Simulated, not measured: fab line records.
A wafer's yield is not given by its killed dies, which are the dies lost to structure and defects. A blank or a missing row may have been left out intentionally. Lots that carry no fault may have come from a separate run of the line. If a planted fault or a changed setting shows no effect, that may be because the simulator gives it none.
Comparing a struck lot with a sound one / flow n5_finfet / 28 steps out of a route of 1938
Sound: the wafers L312.3, L312.4, L312.6. The struck wafers were L322.3, L322.6. The cause is given at the end.
Order at every step that has rows: each side's tool, ch and its chambers, its first start. Under that, the readings that differ: sound wafers / struck wafers / difference of the means / sigmas: that difference in standard deviations of wafers without a fault.
alike: same words and numbers on both sides, and readings whose means sit less than 2 such deviations apart. not compared: any withheld reading, any reading some wafer has no value for, any bound like >300 that may hide the same value, and any number with overlapping values for which the record gives no deviation.
Wherever a step has rows on one side only, a row that says differs or no value, or a row with sigmas, the two part there. Numbers that have no deviation but don't overlap get no sigmas and don't part them. A reading missing from all wafers of one side parts the sides only when that side holds two or more wafers.

N5_STI_FIN_REVEAL_ALD_14: deposits Si3N4, target thk 3 nm.
  sound on ald_sin-02 ch 1,2,3, day 2 11:04; struck on ald_sin-04 ch 2, day 4 23:47
  alike: heater_power_w
  not compared: since_wet_clean_h
then, 2 steps without rows for these wafers: N5_STI_FIN_REVEAL_FCVD_FILL_01 (material SiO2 flowable, target thk 312 nm, time 512.2 s); N5_STI_FIN_REVEAL_DENSIFY_02 (time 1800 s).
N5_STI_FIN_REVEAL_CMP_04: polishes, stops on Si3N4, t overpolish 4 s, target thk 131.83 nm.
  sound on cmp-01 ch 2,3, day 2 16:43; struck on cmp-02 ch 1,3, day 5 04:54
  alike: motor_current_A, overpolish_run_s, time_to_endpoint_s
N5_STI_FIN_REVEAL_THK_MEAS_05:
  struck on film_metro-01, day 5 05:07; sound on film_metro-02, day 2 17:01
  alike: thk_nm
N5_STI_FIN_REVEAL_DENSIFY_30:
  sound on rtp_anneal-02 ch 0, day 2 17:10; struck on rtp_anneal-02 ch 0, day 5 05:13
  alike: lamp_power_pct, lamp_zone_6_pct
  not compared: wafer_temp_C_max
N5_STI_FIN_REVEAL_ETCHBACK_08: etches SiO2 in C4F6/O2, target depth 30.5 nm, time 10.167 s.
  sound on rie_diel-06 ch 0,2,3, day 2 17:41; struck on rie_diel-05 ch 0,3, day 5 05:22
  alike: C4F6_flow_sccm, O2_flow_sccm, drypump_motor_current_A, mfc_ar_sccm, oes_ar_750_au, oes_product_au, rf_fwd_power_W, rf_vpp_V, showerhead_plenum_p_Torr, throttle_valve_pct
  not compared: rf_hours_counter_h
then, 5 steps without rows for these wafers: N5_STI_FIN_REVEAL_STRIP_24 (strips in N2/H2, time 90 s); N5_STI_FIN_REVEAL_PRECLEAN_25 (cleans in SPM, time 90 s); N5_STI_FIN_REVEAL_PRECLEAN_26 (cleans in SC1, time 45 s); N5_STI_FIN_REVEAL_PRECLEAN_29 (cleans in DHF, time 30 s); N5_STI_FIN_REVEAL_SRD_12 (time 30 s).
N5_STI_FIN_REVEAL_RECESS_09: chemistry HF/NH3, target SiO2, afs cycles 11, target depth 42.5 nm, sublimation time 60 s.
  sound on vapor_etch-01 ch 0,1, day 2 18:28; struck on vapor_etch-02 ch 0,1, day 5 06:09
reading=model.etch.depth_nm (nm); sound=42.17 42.17 42.17; struck=57.21 57.21; difference=+15.04; sigmas=
  alike: drypump_motor_current_A
then, 3 steps without rows for these wafers: N5_STI_FIN_REVEAL_STRIP_16 (strips SiNx in H3PO4, target depth 23.8 nm); N5_STI_FIN_REVEAL_PRECLEAN_17 (cleans in NF3:NH3, afs cycles 1, time 20 s, sublimation time 60 s); N5_STI_FIN_REVEAL_ETCH_34 (etches Si in H2, material Si, target depth 0.97 nm).
N5_STI_FIN_REVEAL_OXIDATION_31: chemistry O2 PLASMA REMOTE, time 20 s.
  sound on plasma_asher-01 ch 0,1, day 2 20:07; struck on plasma_asher-01 ch 0,1, day 5 07:47
  alike: drypump_motor_current_A, heater_power_w, rf_fwd_power_W
  not compared: rf_hours_counter_h
then, 6 steps without rows for these wafers: N5_STI_FIN_REVEAL_PRECLEAN_32 (cleans in NF3:NH3, afs cycles 1, time 20 s, sublimation time 60 s); N5_STI_FIN_REVEAL_STRIP_35 (strips Si3N4 in H3PO4, target depth 4 nm, time 39 s); N5_STI_FIN_REVEAL_SRD_21 (time 30 s); N5_STI_FIN_REVEAL_OXIDATION_33 (chemistry O2 PLASMA REMOTE, time 20 s); N5_STI_FIN_REVEAL_CLEAN_19 (cleans in O3/DIW, time 120 s); N5_STI_FIN_REVEAL_SRD_23 (time 30 s).
N5_STI_FIN_REVEAL_CD_MEAS_22: target cd 6.238 nm, pitch 28 nm.
  struck on cd_sem-03, day 5 08:17; sound on cd_sem-01, day 2 20:37
  alike: cd_nm
N5_STI_FIN_REVEAL_FIN_H_MEAS_10:
  struck on ocd-02, day 5 08:19; sound on ocd-01, day 2 20:38
reading=trench_depth_nm (nm); sound=51.0 51.4 52.0; struck=65.7 66.1; difference=+14.4; sigmas=+19
then, 1 step without rows for these wafers: N5_STI_FIN_REVEAL_PRECLEAN_18 (cleans in SC2, time 45 s).
-- a jump in the record: the struck wafers' starts before and after are 5 days apart (it breaks off in module STI_FIN_REVEAL and resumes in module BEOL_M4, where the first step shown is number 1111 of the route) --
N5_BEOL_M4_RC_MEAS_101:
  sound on prober-01 ch 0, day 8 17:20; struck on prober-01 ch 0, day 10 13:31
  alike: DIBL_N, DIBL_P, IOFF_N, IOFF_P, ION_N, ION_P, SS_N, SS_P, VT_N, VT_P
N5_PASSIVATION_PROBE_49:
  rows exist in the record for the sound wafers here (prober-02, day 13 15:20), none for the struck ones

== WHERE THEY PART ==
First at N5_STI_FIN_REVEAL_FIN_H_MEAS_10; last, within this record, at N5_PASSIVATION_PROBE_49.

WHY: what the simulator had put in
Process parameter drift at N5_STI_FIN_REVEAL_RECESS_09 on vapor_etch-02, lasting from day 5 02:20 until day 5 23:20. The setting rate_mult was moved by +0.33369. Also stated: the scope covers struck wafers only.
